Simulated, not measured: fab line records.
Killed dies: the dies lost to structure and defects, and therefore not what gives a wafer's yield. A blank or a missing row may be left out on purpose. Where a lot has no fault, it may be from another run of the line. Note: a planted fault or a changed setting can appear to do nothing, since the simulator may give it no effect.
fab line records	flow n5_finfet
record: lots: 7	wafers: 21
route steps=1938 shown PMOS_HMC_CHANNEL_EPI@58 FIN_SAQP@143 FIN_CUT@169 DUMMY_GATE@228 SD_EPI_P@321
start_h: the number of hours between the record's first day and the start of the first shown wafer of the lot	wait_h: hours elapsed since this lot's preceding step	" unchanged from the row above	L1.1+2: one row covering several wafers at once	- either no value or no given start	* or withheld: withheld	< > ~ a bound
route shown NAME@n: NAME is a module with steps in the file, n the number in the route of the first one	usual: mean/standard deviation of fault-free wafers	same: alike in all rows	chamber/n: place in a boat	sites: the reading at each site	_std_site: standard deviation of those values	_edge_site: outer sites' mean less inner sites'	radius_mm: how far each site lies from the wafer's centre	mask NAME#n: copy n	behind: the tool/chamber that last shaped the wafer	hold: why the lot was held/for how many hours/how that ended	device: the transistor (n, p or np) that didn't switch	end of line: tests of these same wafers at the route's end	step lacking rows: just its recipe	killed: at the first sort, the dies lost to defects and structure; wafer yield is something else	map: shows each die of a wafer: x if killed, . if not, _ if none is there
set.NAME: setting as actually run; set.NAME@STEP: the setting as run at that earlier step	model.NAME: the simulator's own value behind a step, which no gauge read
lots where settings were altered on purpose, with a table for each step and a row for each wafer
== steps ==
step: N5_PMOS_HMC_CHANNEL_EPI_COAT_31
recipe: resist: BARC	temp_c: 205	time_s: 60	spin_rpm: 1500	resist_thk_nm: 66
lot.wafer	tool	chamber	start_h	wait_h	set.spin_rpm	model.BARC_of_PMOS_HMC_CHANNEL_EPI_COAT_31.thk_nm
L074.1	litho_track-04	0	16.78	0.0	1500	65.94
L074.5	"	0	"	"	1556	64.98
L074.6	"	0	"	"	1500	65.95
L076.4	litho_track-01	0	30.31	0.0	1500	66.28
L076.5	"	0	"	"	1456	67.3
L076.6	"	0	"	"	1456	66.9
L081.3	litho_track-04	0	58.77	0.0	1500	65.81
L081.5	"	0	"	"	1417	67.79
L081.6	"	0	"	"	1500	65.87
L086.1	litho_track-04	0	89.24	0.0	1377	69.07
L086.3	"	0	"	"	1377	68.97
L086.6	"	0	"	"	1500	66.04
L089.1	litho_track-02	0	107.00	0.0	1500	66.13
L089.2	"	0	"	"	1500	66
L089.4	"	0	"	"	1500	66.16
L090.1	litho_track-02	0	113.16	0.0	1500	65.78
L090.3	"	0	"	"	1500	65.99
L090.5	"	0	"	"	1500	65.74
L091.2	litho_track-02	0	124.81	4.9	1500	66.2
L091.4	"	0	"	"	1500	66.07
L091.5	"	0	"	"	1351	69.71
step: N5_PMOS_HMC_CHANNEL_EPI_EXPOSE_06
recipe: mask_id: PMOS_HMC_BLK	na: 1.35	source_shape: conventional	sigma_outer: 0.8	polarization: unpolarized	target_cd_nm: 240	dose_mj: 41
lot.wafer	tool	chamber	start_h	wait_h	mask	set.dose_mj
L074.1+6	arfi_scanner-02	0	16.88	-	PMOS_HMC_BLK#0	41
L074.5	"	0	"	"	PMOS_HMC_BLK#0	42.27
L076.4+5+6	arfi_scanner-01	0	30.43	-	PMOS_HMC_BLK#0	41
L081.3+6	arfi_scanner-01	0	59.01	-	PMOS_HMC_BLK#0	41.98
L081.5	"	0	"	"	PMOS_HMC_BLK#0	41
L086.1	arfi_scanner-02	0	89.47	-	PMOS_HMC_BLK#0	43.36
L086.3+6	"	0	"	"	PMOS_HMC_BLK#0	41
L089.1+2+4	arfi_scanner-02	0	107.22	-	PMOS_HMC_BLK#0	41
L090.1+3+5	arfi_scanner-03	0	113.38	-	PMOS_HMC_BLK#0	41
L091.2+4	arfi_scanner-01	0	125.04	-	PMOS_HMC_BLK#0	41
L091.5	"	0	"	"	PMOS_HMC_BLK#0	38.43
step: N5_PMOS_HMC_CHANNEL_EPI_PEB_07
recipe: peb_temp_c: 110	peb_time_s: 60	resist: CAR-ArF-block
step: N5_PMOS_HMC_CHANNEL_EPI_DEVELOP_08
recipe: develop_time_s: 30	developer: TMAH	resist: CAR-ArF-block	dev_temp_c: 23	rinse_liquid: diw	dry: air_spin
step: N5_PMOS_HMC_CHANNEL_EPI_CD_MEAS_09
recipe: target_cd_nm: 237.4	landing_energy_ev: 500	detector: se_inlens
usual: cd_nm: 237.0/0.81
lot.wafer	tool	chamber	start_h	wait_h	set.dose_mj@PMOS_HMC_CHANNEL_EPI_EXPOSE_06	cd_nm
L074.1	cd_sem-02	0	17.00	-	41	235.0
L074.5	"	0	"	"	42.27	238.4
L074.6	"	0	"	"	41	236.0
L076.4	cd_sem-02	0	30.54	-	41	238.0
L076.5	"	0	"	"	41	238.6
L076.6	"	0	"	"	41	238.8
L081.3	cd_sem-01	0	59.12	-	41.98	238.4
L081.5	"	0	"	"	41	236.3
L081.6	"	0	"	"	41.98	238.9
L086.1	cd_sem-03	0	89.59	-	43.36	242.7
L086.3	"	0	"	"	41	237.7
L086.6	"	0	"	"	41	237.1
L089.1	cd_sem-02	0	107.34	-	41	237.2
L089.2	"	0	"	"	41	236.5
L089.4	"	0	"	"	41	236.6
L090.1	cd_sem-01	0	113.51	-	41	236.6
L090.3	"	0	"	"	41	236.9
L090.5	"	0	"	"	41	236.3
L091.2	cd_sem-01	0	125.16	-	41	236.7
L091.4	"	0	"	"	41	235.9
L091.5	"	0	"	"	38.43	231.1
step: N5_PMOS_HMC_CHANNEL_EPI_DESCUM_14
recipe: chemistry: O2	time_s: 7.9	source_power_w: 50	bias_power_w: 20	pressure_mtorr: 20	rf_frequency_hz: 2.712e+07	temp_c: 40	resist: CAR-ArF-block	o2_flow_sccm: 225
lot.wafer	tool	chamber	start_h	wait_h	set.dose_mj@PMOS_HMC_CHANNEL_EPI_EXPOSE_06	model.PMOS_HMC_CHANNEL_EPI.cd_nm
L074.1	rie_diel-05	1	17.09	0.0	41	234.9
L074.5	"	1	"	"	42.27	238.3
L074.6	"	2	"	"	41	235.6
L076.4	rie_diel-02	0	30.95	0.4	41	237.9
L076.5	"	3	"	"	41	238.8
L076.6	"	0	"	"	41	238.6
L081.3	rie_diel-02	2	59.21	0.0	41.98	239
L081.5	"	1	"	"	41	236.4
L081.6	"	2	"	"	41.98	239.1
L086.1	rie_diel-02	1	89.89	0.2	43.36	242.6
L086.3	"	2	"	"	41	237.3
L086.6	"	2	"	"	41	237.1
L089.1	rie_diel-05	0	107.43	0.0	41	237.4
L089.2	"	1	"	"	41	236.8
L089.4	"	3	"	"	41	236.5
L090.1	rie_diel-02	3	113.60	0.0	41	236.7
L090.3	"	0	"	"	41	237.1
L090.5	"	1	"	"	41	236.5
L091.2	rie_diel-06	1	125.25	0.0	41	236.4
L091.4	"	0	"	"	41	235.7
L091.5	"	1	"	"	38.43	231.7
step: N5_PMOS_HMC_CHANNEL_EPI_ETCH_32
recipe: chemistry: N2/H2	target: BARC	stop_on: SiO2	target_depth_a: 858	over_etch_frac: 0.3	time_s: 50.3	ion_energy_ev: 200	mask_material: CAR-ArF-block	pressure_mtorr: 30	source_w: 840	bias_w: 150	n2_flow_sccm: 200	h2_flow_sccm: 200
lot.wafer	tool	chamber	start_h	wait_h	set.spin_rpm@PMOS_HMC_CHANNEL_EPI_COAT_31	set.dose_mj@PMOS_HMC_CHANNEL_EPI_EXPOSE_06	model.etch.depth_nm	model.PMOS_HMC_CHANNEL_EPI.cd_nm
L074.1	rie_diel-05	1	17.13	0.0	1500	41	65.94	237.9
L074.5	"	1	"	"	1556	42.27	64.98	240.9
L074.6	"	2	"	"	1500	41	65.95	238.9
L076.4	rie_diel-02	0	30.99	0.0	1500	41	66.28	240.8
L076.5	"	3	"	"	1456	41	67.3	241.4
L076.6	"	0	"	"	1456	41	66.9	241.1
L081.3	rie_diel-02	2	59.24	0.0	1500	41.98	65.81	241.9
L081.5	"	1	"	"	1417	41	67.79	239.3
L081.6	"	2	"	"	1500	41.98	65.87	241.6
L086.1	rie_diel-02	1	89.92	0.0	1377	43.36	69.07	245.4
L086.3	"	2	"	"	1377	41	68.97	239.9
L086.6	"	2	"	"	1500	41	66.04	239.7
L089.1	rie_diel-05	0	107.47	0.0	1500	41	66.13	240
L089.2	"	1	"	"	1500	41	66	239.5
L089.4	"	3	"	"	1500	41	66.16	239.8
L090.1	rie_diel-02	3	113.63	0.0	1500	41	65.78	238.8
L090.3	"	0	"	"	1500	41	65.99	239.1
L090.5	"	1	"	"	1500	41	65.74	238.3
L091.2	rie_diel-06	1	125.28	0.0	1500	41	66.2	238.6
L091.4	"	0	"	"	1500	41	66.07	238.4
L091.5	"	1	"	"	1351	38.43	69.71	234.2
step: N5_FIN_SAQP_ETCH_34
recipe: chemistry: C4F6/O2	target: SiO2	target_depth_a: 450	time_s: 15	ion_energy_ev: 250	pressure_mtorr: 30	source_w: 345	bias_w: 185	Ar_flow_sccm: 300	C4F6_flow_sccm: 10	O2_flow_sccm: 10	ends: cleared
usual: rf_vpp_V: 666/6.3
lot.wafer	tool	chamber	start_h	wait_h	set.source_w	rf_vpp_V
L074.1	rie_diel-01	1	25.08	0.0	345	666
L074.5	"	0	"	"	345	669
L074.6	"	2	"	"	307.1	712
L076.4	rie_diel-03	3	39.40	0.0	345	673
L076.5	"	2	"	"	371.9	639
L076.6	"	3	"	"	345	674
L081.3	rie_diel-01	3	69.10	0.0	345	663
L081.5	"	0	"	"	345	669
L081.6	"	3	"	"	345	662
L086.1	rie_diel-03	0	98.71	0.0	345	658
L086.3	"	2	"	"	345	666
L086.6	"	0	"	"	345	658
L089.1	rie_diel-01	3	116.00	0.0	345	663
L089.2	"	0	"	"	345	680
L089.4	"	2	"	"	345	671
L090.1	rie_diel-04	2	129.94	0.0	345	653
L090.3	"	3	"	"	345	654
L090.5	"	3	"	"	345	654
L091.2	rie_diel-03	0	135.39	0.0	326.5	678
L091.4	"	3	"	"	326.5	693
L091.5	"	1	"	"	326.5	688
step: N5_FIN_CUT_ETCH_21
recipe: chemistry: N2/H2	target: SOC	target_depth_a: 2190	overetch_a: 438	mask_material: SiARC	temp_c: 40	ion_energy_ev: 100	bias_w: 61	time_s: 523.5	pressure_mtorr: 30	source_w: 850	n2_flow_sccm: 200	h2_flow_sccm: 200
usual: rf_vpp_V: 240.6/1.4
lot.wafer	tool	chamber	start_h	wait_h	set.bias_w	rf_vpp_V	model.SiARC_of_FIN_CUT_COAT_19.thk_nm
L074.1	rie_diel-05	3	26.19	0.0	57.35	229.6	12.4
L074.5	"	2	"	"	57.35	232.0	12.2
L074.6	"	0	"	"	61	240.2	12.2
L076.4	rie_diel-02	1	40.38	0.0	61	242.4	12
L076.5	"	2	"	"	61	238.9	11.8
L076.6	"	1	"	"	50.52	216.4	12.8
L081.3	rie_diel-02	0	70.22	0.0	71.42	263.9	11
L081.5	"	3	"	"	61	240.1	12.2
L081.6	"	2	"	"	61	240.0	12
L086.1	rie_diel-05	1	99.82	0.0	61	242.2	11.8
L086.3	"	2	"	"	61	240.6	11.6
L086.6	"	1	"	"	61	243.0	12
L089.1	rie_diel-05	2	117.55	0.0	61	241.3	11.8
L089.2	"	1	"	"	61	242.8	12
L089.4	"	0	"	"	61	240.7	12
L090.1	rie_diel-05	2	131.06	0.0	61	240.1	11.8
L090.3	"	0	"	"	65.99	251.9	11.4
L090.5	"	0	"	"	61	240.6	11.8
L091.2	rie_diel-02	3	136.41	0.0	51.94	217.6	13
L091.4	"	1	"	"	51.94	217.7	12.8
L091.5	"	3	"	"	61	241.0	12.2
step: N5_DUMMY_GATE_EXPOSE_12
recipe: mask_id: GATE	na: 0.33	source_shape: annular	sigma_inner: 0.2	sigma_outer: 0.6	polarization: unpolarized	target_cd_nm: 25	dose_mj: 34
lot.wafer	tool	chamber	start_h	wait_h	mask	set.dose_mj
L074.1+5	euv_scanner-02	0	44.28	-	GATE#0	31.69
L074.6	"	0	"	"	GATE#0	34
L076.4+6	euv_scanner-01	0	60.01	-	GATE#0	33.03
L076.5	"	0	"	"	GATE#0	34
L081.3+5+6	euv_scanner-01	0	88.17	-	GATE#0	34
L086.1	euv_scanner-02	0	117.83	-	GATE#0	36.28
L086.3+6	"	0	"	"	GATE#0	34
L089.1+2+4	euv_scanner-01	0	135.86	-	GATE#0	34
L090.1+3+5	euv_scanner-01	0	148.94	-	GATE#0	34
L091.2	euv_scanner-01	0	154.71	-	GATE#0	34
L091.4+5	"	0	"	"	GATE#0	32.83
step: N5_DUMMY_GATE_PEB_13
recipe: peb_temp_c: 100	peb_time_s: 60	resist: CAR-EUV
step: N5_DUMMY_GATE_DEVELOP_14
recipe: develop_time_s: 30	developer: TMAH	resist: CAR-EUV	rinse_liquid: surfactant_rinse	dry: air_spin	dev_temp_c: 23
step: N5_DUMMY_GATE_CD_MEAS_15
recipe: target_cd_nm: 25.8	landing_energy_ev: 500	detector: se_inlens
usual: cd_nm: 24.97/0.22
lot.wafer	tool	chamber	start_h	wait_h	set.dose_mj@DUMMY_GATE_EXPOSE_12	cd_nm
L074.1	cd_sem-03	0	44.40	-	31.69	25.94
L074.5	"	0	"	"	31.69	26.45
L074.6	"	0	"	"	34	24.84
L076.4	cd_sem-02	0	60.12	-	33.03	25.63
L076.5	"	0	"	"	34	25.08
L076.6	"	0	"	"	33.03	25.69
L081.3	cd_sem-03	0	88.29	-	34	24.90
L081.5	"	0	"	"	34	25.34
L081.6	"	0	"	"	34	24.86
L086.1	cd_sem-03	0	117.96	-	36.28	23.50
L086.3	"	0	"	"	34	24.90
L086.6	"	0	"	"	34	25.45
L089.1	cd_sem-03	0	135.99	-	34	24.83
L089.2	"	0	"	"	34	25.16
L089.4	"	0	"	"	34	25.22
L090.1	cd_sem-01	0	149.07	-	34	24.74
L090.3	"	0	"	"	34	24.99
L090.5	"	0	"	"	34	25.06
L091.2	cd_sem-01	0	154.83	-	34	25.00
L091.4	"	0	"	"	32.83	25.84
L091.5	"	0	"	"	32.83	25.61
step: N5_DUMMY_GATE_STRIP_38
recipe: chemistry: N2/H2	temp_c: 40	n2_flow_sccm: 200	h2_flow_sccm: 200	rf_frequency_hz: 6e+07
step: N5_DUMMY_GATE_STRIP_39
recipe: chemistry: N2/H2	temp_c: 40	n2_flow_sccm: 200	h2_flow_sccm: 200	rf_frequency_hz: 6e+07
step: N5_DUMMY_GATE_TRIM_49
recipe: chemistry: O2	resist: SOC	time_s: 29	target_cd_nm: 14	source_power_w: 300	bias_power_w: 0	O2_flow_sccm: 100	temp_c: 20
lot.wafer	tool	chamber	start_h	wait_h	set.dose_mj@DUMMY_GATE_EXPOSE_12	model.DUMMY_GATE.cd_nm
L074.1	rie_si-01	3	44.76	0.0	31.69	15.2
L074.5	"	1	"	"	31.69	15.4
L074.6	"	3	"	"	34	14
L076.4	rie_si-05	1	60.82	0.0	33.03	14.6
L076.5	"	3	"	"	34	13.8
L076.6	"	2	"	"	33.03	14.8
L081.3+5	rie_si-01	1	88.65	0.0	34	14
L081.6	"	2	"	"	34	13.8
L086.1	rie_si-04	0	118.32	0.0	36.28	12.8
L086.3	"	3	"	"	34	13.6
L086.6	"	0	"	"	34	13.8
L089.1+4	rie_si-01	2,0	136.54	0.0	34	14.2
L089.2	"	3	"	"	34	14.4
L090.1+5	rie_si-04	2,1	149.43	0.0	34	13.8
L090.3	"	1	"	"	34	14.2
L091.2	rie_si-05	3	155.19	0.0	34	13.8
L091.4	"	1	"	"	32.83	14.6
L091.5	"	1	"	"	32.83	14.8
step: N5_DUMMY_GATE_STRIP_40
recipe: chemistry: CF4	resist: SiARC	power_w: 300	bias_power_w: 75	pressure_mtorr: 50	cf4_flow_sccm: 150	rf_frequency_hz: 6e+07
step: N5_DUMMY_GATE_CD_MEAS_50
recipe: target_cd_nm: 14
usual: cd_nm: 13.93/0.26
lot.wafer	tool	chamber	start_h	wait_h	set.dose_mj@DUMMY_GATE_EXPOSE_12	cd_nm
L074.1	cd_sem-02	-	44.91	0.0	31.69	15.25
L074.5	"	-	"	"	31.69	15.37
L074.6	"	-	"	"	34	14.09
L076.4	cd_sem-02	-	61.16	0.0	33.03	14.87
L076.5	"	-	"	"	34	13.99
L076.6	"	-	"	"	33.03	14.73
L081.3	cd_sem-03	-	88.80	0.0	34	13.87
L081.5	"	-	"	"	34	13.86
L081.6	"	-	"	"	34	13.89
L086.1	cd_sem-02	-	118.47	0.0	36.28	12.63
L086.3	"	-	"	"	34	13.57
L086.6	"	-	"	"	34	13.55
L089.1	cd_sem-02	-	136.70	0.0	34	14.18
L089.2	"	-	"	"	34	14.69
L089.4	"	-	"	"	34	14.40
L090.1	cd_sem-02	-	149.75	0.0	34	13.82
L090.3	"	-	"	"	34	14.10
L090.5	"	-	"	"	34	13.80
L091.2	cd_sem-03	-	155.34	0.0	34	13.91
L091.4	"	-	"	"	32.83	14.63
L091.5	"	-	"	"	32.83	14.76
step: N5_DUMMY_GATE_ETCH_31
recipe: chemistry: C4F6/O2	target: SiO2	mask_material: SOC	target_depth_a: 825	time_s: 27.5	ion_energy_ev: 250	pressure_mtorr: 30	source_w: 345	bias_w: 185	Ar_flow_sccm: 300	C4F6_flow_sccm: 10	O2_flow_sccm: 10
step: N5_DUMMY_GATE_STRIP_41
recipe: chemistry: O2	power_w: 400	temp_c: 40	pressure_mtorr: 30	rf_frequency_hz: 6e+07	bias_power_w: 0	overash_fraction: 0.3	o2_flow_sccm: 225
step: N5_DUMMY_GATE_ETCH_32
recipe: chemistry: CF4	target: SiO2	target_depth_a: 35	time_s: 3.9	ion_energy_ev: 350	pressure_mtorr: 10	icp_w: 800	bias_w: 400	cf4_flow_sccm: 80
step: N5_DUMMY_GATE_ETCH_23
recipe: chemistry: HBr/Cl2/O2	HBr_flow_sccm: 150	Cl2_flow_sccm: 80	O2_flow_sccm: 12	bias_w: 102	target_depth_a: 410	time_s: 22.3	target: poly-Si	mask_material: SiO2	pressure_mtorr: 10	icp_w: 800
step: N5_DUMMY_GATE_ETCH_44
recipe: chemistry: HBr/O2	over_etch_frac: 0.7	target_depth_a: 1275	stop_on: SiO2	ion_energy_ev: 60	bias_w: 20	target: poly-Si	mask_material: SiO2	pressure_mtorr: 20	icp_w: 400	HBr_flow_sccm: 120	O2_flow_sccm: 10
lot.wafer	tool	chamber	start_h	wait_h	set.dose_mj@DUMMY_GATE_EXPOSE_12	model.DUMMY_GATE.cd_nm
L074.1	rie_si-05	2	45.29	0.0	31.69	16
L074.5	"	3	"	"	31.69	16.2
L074.6	"	0	"	"	34	15
L076.4+6	rie_si-01	3	61.54	0.0	33.03	15.8
L076.5	"	2	"	"	34	15
L081.3+5+6	rie_si-05	1,3,0	89.18	0.0	34	15
L086.1	rie_si-05	2	118.85	0.0	36.28	13.6
L086.3+6	"	0,2	"	"	34	14.8
L089.1+4	rie_si-04	0,1	137.18	0.0	34	15.2
L089.2	"	2	"	"	34	15.4
L090.1	rie_si-05	2	150.14	0.0	34	14.6
L090.3	"	1	"	"	34	15.2
L090.5	"	1	"	"	34	15
L091.2	rie_si-04	0	155.82	0.0	34	14.8
L091.4	"	2	"	"	32.83	15.6
L091.5	"	3	"	"	32.83	15.8
step: N5_DUMMY_GATE_CD_MEAS_24
recipe: target_cd_nm: 15
usual: cd_nm: 15.0/0.31
lot.wafer	tool	chamber	start_h	wait_h	set.dose_mj@DUMMY_GATE_EXPOSE_12	cd_nm
L074.1	cd_sem-01	-	45.40	0.1	31.69	16.1
L074.5	"	-	"	"	31.69	16.2
L074.6	"	-	"	"	34	14.8
L076.4	cd_sem-01	-	61.66	0.1	33.03	15.6
L076.5	"	-	"	"	34	15.3
L076.6	"	-	"	"	33.03	15.8
L081.3	cd_sem-03	-	89.30	0.1	34	14.9
L081.5	"	-	"	"	34	15.2
L081.6	"	-	"	"	34	14.8
L086.1	cd_sem-01	-	118.96	0.1	36.28	13.6
L086.3	"	-	"	"	34	14.7
L086.6	"	-	"	"	34	15.1
L089.1	cd_sem-03	-	137.29	0.1	34	15.5
L089.2	"	-	"	"	34	15.1
L089.4	"	-	"	"	34	15.0
L090.1	cd_sem-02	-	150.25	0.1	34	14.7
L090.3	"	-	"	"	34	14.9
L090.5	"	-	"	"	34	15.2
L091.2	cd_sem-03	-	155.93	0.1	34	14.5
L091.4	"	-	"	"	32.83	15.7
L091.5	"	-	"	"	32.83	15.7
step: N5_SD_EPI_P_EPI_21
recipe: material: SiGe:B	dopant: B	temp_c: 550	pressure_torr: 20	ambient: H2	time_s: 355
lot.wafer	tool	chamber	start_h	wait_h	set.temp_c	model.SiGe-B_of_SD_EPI_P_EPI_21.thk_nm
L074.1	epi_rpcvd-04	0	53.08	0.1	547.7	58.4
L074.5	"	0	54.52	1.5	550	61.8
L074.6	"	0	"	"	550	61.6
L076.4	epi_rpcvd-02	0	70.48	1.1	550	61
L076.5	"	0	"	"	550	60.6
L076.6	"	0	"	"	550	60.2
L081.3	epi_rpcvd-04	0	99.33	0.8	548.9	59.2
L081.5	"	0	"	"	548.9	59.8
L081.6	"	0	"	"	548.9	59
L086.1	epi_rpcvd-04	0	134.47	0.2	552.7	66.4
L086.3	"	0	"	"	552.7	66.8
L086.6	"	0	136.87	2.4	550	62.2
L089.1	epi_rpcvd-01	0	146.16	0.3	550	61.2
L089.2	"	0	"	"	550	61
L089.4	"	0	148.08	2.0	550	61.4
L090.1	epi_rpcvd-02	0	158.56	0.3	550	61.8
L090.3	"	0	159.84	1.4	550	60.2
L090.5	"	0	161.12	2.6	553.8	67
L091.2	epi_rpcvd-04	0	165.48	0.6	550	59.2
L091.4	"	0	"	"	550	60.8
L091.5	"	0	"	"	548.1	57.2
step: N5_SD_EPI_P_EPI_MEAS_23
recipe: mode: xrd
usual: thk_nm: 60.6/1.2
lot.wafer	tool	chamber	start_h	wait_h	set.temp_c@SD_EPI_P_EPI_21	thk_nm
L074.1	film_metro-01	-	55.30	1.9	547.7	59.2
L074.5	"	-	"	"	550	62.3
L074.6	"	-	"	"	550	60.9
L076.4	film_metro-01	-	71.60	0.8	550	61.5
L076.5	"	-	"	"	550	59.9
L076.6	"	-	"	"	550	60.4
L081.3	film_metro-02	-	100.81	1.1	548.9	58.7
L081.5	"	-	"	"	548.9	58.6
L081.6	"	-	"	"	548.9	57.7
L086.1	film_metro-02	-	137.39	2.4	552.7	67.6
L086.3	"	-	"	"	552.7	67.3
L086.6	"	-	"	"	550	61.5
L089.1	film_metro-01	-	150.04	3.2	550	61.9
L089.2	"	-	"	"	550	60.8
L089.4	"	-	"	"	550	61.8
L090.1	film_metro-01	-	162.43	3.2	550	62.4
L090.3	"	-	"	"	550	59.7
L090.5	"	-	"	"	553.8	67.2
L091.2	film_metro-01	-	167.93	2.0	550	60.2
L091.4	"	-	"	"	550	63.7
L091.5	"	-	"	"	548.1	56.2
step: N5_SD_EPI_P_HM_STRIP_48
recipe: chemistry: H3PO4	temp_c: 160	material: SiNx	target: SiNx	target_depth_a: 30	overetch_fraction: 0.3
lot.wafer	tool	chamber	start_h	wait_h	set.temp_c@SD_EPI_P_EPI_21	model.SiGe-B_of_SD_EPI_P_EPI_21.thk_nm
L074.1	wet_bench-03	7	55.34	0.0	547.7	58
L074.5	"	3	"	"	550	61.6
L074.6	"	5	"	"	550	61.4
L076.4	wet_bench-02	1	71.63	0.0	550	60.6
L076.5	"	0	"	"	550	60.2
L076.6	"	3	"	"	550	60
L081.3	wet_bench-05	1	100.85	0.0	548.9	58.8
L081.5	"	6	"	"	548.9	59.6
L081.6	"	5	"	"	548.9	58.6
L086.1	wet_bench-03	1	137.43	0.0	552.7	66.2
L086.3	"	5	"	"	552.7	66.4
L086.6	"	7	"	"	550	61.8
L089.1	wet_bench-02	7	150.09	0.1	550	60.8
L089.2	"	2	"	"	550	60.6
L089.4	"	1	"	"	550	61
L090.1	wet_bench-03	1	162.47	0.0	550	61.6
L090.3	"	2	"	"	550	59.8
L090.5	"	6	"	"	553.8	66.8
L091.2	wet_bench-05	5	167.97	0.0	550	58.8
L091.4	"	0	"	"	550	60.4
L091.5	"	7	"	"	548.1	56.8
== key ==
split: step: N5_PMOS_HMC_CHANNEL_EPI_COAT_31	setting: spin_rpm	stated: 1500	by: wafer
response: step: N5_PMOS_HMC_CHANNEL_EPI_COAT_31	reading: model.BARC_of_PMOS_HMC_CHANNEL_EPI_COAT_31.thk_nm	change: -0.35	per: 1%	r: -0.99
response: step: N5_PMOS_HMC_CHANNEL_EPI_ETCH_32	reading: model.etch.depth_nm	change: -0.35	per: 1%	r: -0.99
split: step: N5_PMOS_HMC_CHANNEL_EPI_EXPOSE_06	setting: dose_mj	stated: 41	by: wafer
response: step: N5_PMOS_HMC_CHANNEL_EPI_CD_MEAS_09	reading: cd_nm	change: +0.89	per: 1%	r: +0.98
response: step: N5_PMOS_HMC_CHANNEL_EPI_DESCUM_14	reading: model.PMOS_HMC_CHANNEL_EPI.cd_nm	change: +0.845	per: 1%	r: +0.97
response: step: N5_PMOS_HMC_CHANNEL_EPI_ETCH_32	reading: model.PMOS_HMC_CHANNEL_EPI.cd_nm	change: +0.831	per: 1%	r: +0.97
split: step: N5_FIN_SAQP_ETCH_34	setting: source_w	stated: 345	by: wafer
response: step: N5_FIN_SAQP_ETCH_34	reading: rf_vpp_V	change: -4.13	per: 1%	r: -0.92
split: step: N5_FIN_CUT_ETCH_21	setting: bias_w	stated: 61	by: wafer
response: step: N5_FIN_CUT_ETCH_21	reading: rf_vpp_V	change: +1.45	per: 1%	r: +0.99
response: step: N5_FIN_CUT_ETCH_21	reading: model.SiARC_of_FIN_CUT_COAT_19.thk_nm	change: -0.0533	per: 1%	r: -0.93
split: step: N5_DUMMY_GATE_EXPOSE_12	setting: dose_mj	stated: 34	by: wafer
response: step: N5_DUMMY_GATE_CD_MEAS_15	reading: cd_nm	change: -0.221	per: 1%	r: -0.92
response: step: N5_DUMMY_GATE_TRIM_49	reading: model.DUMMY_GATE.cd_nm	change: -0.185	per: 1%	r: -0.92
response: step: N5_DUMMY_GATE_CD_MEAS_50	reading: cd_nm	change: -0.175	per: 1%	r: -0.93
response: step: N5_DUMMY_GATE_ETCH_44	reading: model.DUMMY_GATE.cd_nm	change: -0.188	per: 1%	r: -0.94
response: step: N5_DUMMY_GATE_CD_MEAS_24	reading: cd_nm	change: -0.207	per: 1%	r: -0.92
split: step: N5_SD_EPI_P_EPI_21	setting: temp_c	stated: 550	by: wafer
response: step: N5_SD_EPI_P_EPI_21	reading: model.SiGe-B_of_SD_EPI_P_EPI_21.thk_nm	change: +8.55	per: 1%	r: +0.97
response: step: N5_SD_EPI_P_EPI_MEAS_23	reading: thk_nm	change: *	per: 1%	r: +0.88
response: step: N5_SD_EPI_P_HM_STRIP_48	reading: model.SiGe-B_of_SD_EPI_P_EPI_21.thk_nm	change: +8.74	per: 1%	r: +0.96
